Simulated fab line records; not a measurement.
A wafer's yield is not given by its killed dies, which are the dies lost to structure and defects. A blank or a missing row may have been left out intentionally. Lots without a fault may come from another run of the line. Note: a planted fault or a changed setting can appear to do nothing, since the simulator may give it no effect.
The tool behind it: which one? | flow nandHarc | 13 lots, 39 wafers sampled, at 6 steps of a route of 1302

== WHAT THE GAUGES SHOWED, per wafer ==
NHARC_A_SOURCE_PLATE_INSPECT_08. Usual: rawDefectCount 61, standard deviation 28.
lot  | measured     | on               | rawDefectCount | flag
L770 | day 8 03:03  | defectInspect-02 | 35 46 39       | 
L772 | day 8 21:55  | defectInspect-02 | 58 56 23       | 
L773 | day 9 09:04  | defectInspect-01 | 47 79 54       | 
L775 | day 9 17:04  | defectInspect-02 | 33 41 62       | 
L777 | day 10 19:28 | defectInspect-01 | 85 82 57       | 
L778 | day 10 19:28 | defectInspect-02 | 29 46 31       | 
L779 | day 11 19:29 | defectInspect-02 | 42 37 71       | 
L781 | day 12 11:05 | defectInspect-01 | 44 73 44       | 
L782 | day 12 17:16 | defectInspect-02 | 52 35 82       | 
L783 | day 13 16:01 | defectInspect-01 | 73 145 95      | 
L784 | day 14 00:05 | defectInspect-01 | 73 87 158      | 
L789 | day 15 18:41 | defectInspect-01 | 60 70 70       | 
L791 | day 16 15:28 | defectInspect-02 | 51 81 70       | 

NHARC_A_ONON_D1_THK_MEAS_24: measures by ellipsometry. Usual: thkNm 999 nm, standard deviation 10.
lot  | measured     | on           | thkNm (nm)     | flag
L770 | day 8 17:40  | filmMetro-01 | 1002 1002 1002 | 
L772 | day 9 09:40  | filmMetro-01 | 989 989 992    | 
L773 | day 9 20:49  | filmMetro-02 | 1002 1004 1005 | 
L775 | day 10 04:52 | filmMetro-01 | 1017 1018 1019 | 
L777 | day 11 07:14 | filmMetro-02 | 995 995 994    | 
L778 | day 11 07:14 | filmMetro-01 | 1012 1010 1011 | 
L779 | day 12 07:05 | filmMetro-01 | 988 989 989    | 
L781 | day 13 00:58 | filmMetro-01 | 989 989 989    | 
L782 | day 13 05:40 | filmMetro-02 | 1003 1005 1002 | 
L783 | day 14 04:30 | filmMetro-02 | 1006 1008 1007 | 
L784 | day 14 14:08 | filmMetro-02 | 997 995 996    | 
L789 | day 16 06:28 | filmMetro-02 | 678 678 677    | OFF
L791 | day 17 04:10 | filmMetro-02 | 665 664 663    | OFF

NHARC_A_CHANNEL_HOLE_D1_INSPECT_12. Usual: rawDefectCount 5.5, standard deviation 2.8.
lot  | measured     | on               | rawDefectCount | flag
L770 | day 9 03:51  | defectInspect-02 | 2 3 4          | 
L772 | day 9 14:03  | defectInspect-02 | 4 10 4         | 
L773 | day 10 01:26 | defectInspect-01 | 5 6 5          | 
L775 | day 10 09:20 | defectInspect-02 | 3 6 8          | 
L777 | day 11 13:17 | defectInspect-02 | 11 4 5         | 
L778 | day 11 11:49 | defectInspect-02 | 4 3 3          | 
L779 | day 12 13:04 | defectInspect-02 | 5 4 12         | 
L781 | day 13 05:25 | defectInspect-02 | 3 3 4          | 
L782 | day 13 10:14 | defectInspect-02 | 7 3 3          | 
L783 | day 14 09:03 | defectInspect-02 | 2 8 13         | 
L784 | day 14 18:34 | defectInspect-01 | 5 6 11         | 

NHARC_END_SORT_01. Usual: killedAtArray 61, standard deviation 24; killedAtOther 1.2, standard deviation 1.3; killedAtPeriphery 3.7, standard deviation 2.6; killedDies 66, standard deviation 23; killedOpen 3.3, standard deviation 1.8; killedShort 2.4, standard deviation 1.6.
lot  | measured     | on        | killedAtArray | killedAtOther | killedAtPeriphery | killedDies  | killedOpen | killedShort | flag
L789 | day 33 09:56 | prober-01 | 666 660 666   | 2 3 4         | 9 14 7            | 677 677 677 | 4 4 1      | 1 3 2       | OFF
L791 | day 33 18:29 | prober-01 | 672 671 674   | 0 0 0         | 5 6 3             | 677 677 677 | 2 1 5      | 4 3 4       | OFF

== WHAT TOOL EACH LOT RAN ON (gives the tool, then ch and the chambers of the sampled wafers, and finally the start) ==
lot  | NHARC_P_BONDPAD_CMP_19        | NHARC_A_ONON_D1_DEP_22
L770 | cmp-04 ch 2,3, day 7 03:22    | pecvdOnon-03 ch 0, day 8 17:10
L772 | cmp-02 ch 0,1, day 7 21:36    | pecvdOnon-01 ch 0, day 9 09:13
L773 | cmp-02 ch 0,1,3, day 8 05:09  | pecvdOnon-01 ch 0, day 9 20:22
L775 | cmp-04 ch 1,2,3, day 8 17:36  | pecvdOnon-03 ch 0, day 10 04:21
L777 | cmp-01 ch 1,2,3, day 9 20:13  | pecvdOnon-03 ch 0, day 11 06:47
L778 | cmp-01 ch 0,2, day 9 22:57    | pecvdOnon-01 ch 0, day 11 06:44
L779 | cmp-02 ch 0,2,3, day 10 19:16 | pecvdOnon-02 ch 0, day 12 06:38
L781 | cmp-01 ch 0,1,3, day 11 11:19 | pecvdOnon-03 ch 0, day 13 00:26
L782 | cmp-02 ch 0,2,3, day 11 15:10 | pecvdOnon-01 ch 0, day 13 05:10
L783 | cmp-04 ch 2,3, day 12 12:47   | pecvdOnon-03 ch 0, day 14 03:59
L784 | cmp-01 ch 2,3, day 13 00:58   | pecvdOnon-01 ch 0, day 14 13:38
L789 | cmp-01 ch 0,1, day 14 18:41   | pecvdOnon-01 ch 0, day 16 06:01
L791 | cmp-04 ch 0,3, day 15 16:23   | pecvdOnon-01 ch 0, day 17 03:46
- NHARC_P_BONDPAD_CMP_19: polishes, t overpolish 30 s, cu recess touch 16 s, target thk 160.81 nm.
- NHARC_A_ONON_D1_DEP_22: target thk 1000 nm.

== WHAT THE TOOLS THEMSELVES READ (means of the sampled wafers that have a number; where no wafer has one, the mark that the record gives instead) ==
NHARC_P_BONDPAD_CMP_19. Usual: motorCurrentA 12.2 A, standard deviation 1.4; overpolishRunS 30.001 s, standard deviation 0.0092.
lot  | tool   | motorCurrentA (A) | overpolishRunS (s) | flag
L770 | cmp-04 | 13.2              | 30.002             | 
L772 | cmp-02 | 12.4              | 29.999             | 
L773 | cmp-02 | 12.0              | 30.006             | 
L775 | cmp-04 | 13.1              | 30.004             | 
L777 | cmp-01 | 12.8              | 29.991             | 
L778 | cmp-01 | 11.8              | 30.007             | 
L779 | cmp-02 | 11.2              | 30.003             | 
L781 | cmp-01 | 12.9              | 30.001             | 
L782 | cmp-02 | 11.6              | 30.009             | 
L783 | cmp-04 | 13.8              | 30.005             | 
L784 | cmp-01 | 13.4              | 30.000             | 
L789 | cmp-01 | 11.5              | 30.004             | 
L791 | cmp-04 | 11.3              | 29.992             | 

NHARC_A_ONON_D1_DEP_22. Usual: nh3FlowSccm 499.8 sccm, standard deviation 1.4; susceptorTempC 399.95 C, standard deviation 0.21.
lot  | tool         | nh3FlowSccm (sccm) | susceptorTempC (C) | flag
L770 | pecvdOnon-03 | 498.9              | 399.71             | 
L772 | pecvdOnon-01 | 498.1              | 399.74             | 
L773 | pecvdOnon-01 | 498.0              | 400.03             | 
L775 | pecvdOnon-03 | 500.6              | 399.90             | 
L777 | pecvdOnon-03 | 499.5              | 400.05             | 
L778 | pecvdOnon-01 | 499.6              | 399.95             | 
L779 | pecvdOnon-02 | 500.8              | 400.03             | 
L781 | pecvdOnon-03 | 500.0              | 399.83             | 
L782 | pecvdOnon-01 | 500.2              | 399.62             | 
L783 | pecvdOnon-03 | 500.6              | 399.59             | 
L784 | pecvdOnon-01 | 499.7              | 400.17             | 
L789 | pecvdOnon-01 | 500.5              | 400.02             | 
L791 | pecvdOnon-01 | 499.4              | 400.15             | 

== THE ANSWER, worked out from the rows above alone ==
Rule: a lot is off if the mean of its wafers that have a number lies more than 3 standard deviations from the usual mean. A lot without any number at a reading at which 4 lots or more have one is off too. Where the step has rows for the other lots, those lots are counted as sound. The gauges are gone through in route order, then the tools' own readings, and for those a lot's mean is taken as printed above. At the first step where some lot is off, the reading lying furthest off is the one used; lots without a number count as furthest.
Off, at NHARC_A_ONON_D1_THK_MEAS_24 on thkNm: L789, L791.
A tool fits if, at a process step before that reading, it ran every lot that is off, and no sound lot after the first of them. The gauges at NHARC_A_ONON_D1_THK_MEAS_24 aren't tried: what is off there is off at NHARC_END_SORT_01 too, on other tools, and a gauge's error can't cause that. One fits: NHARC_A_ONON_D1_DEP_22 on pecvdOnon-01. A fault onset in the window from L784 (day 14 13:38, its last sound lot) to L789 (day 16 06:01, its first lot off) fits.

== WHAT THE SIMULATOR PUT IN ==
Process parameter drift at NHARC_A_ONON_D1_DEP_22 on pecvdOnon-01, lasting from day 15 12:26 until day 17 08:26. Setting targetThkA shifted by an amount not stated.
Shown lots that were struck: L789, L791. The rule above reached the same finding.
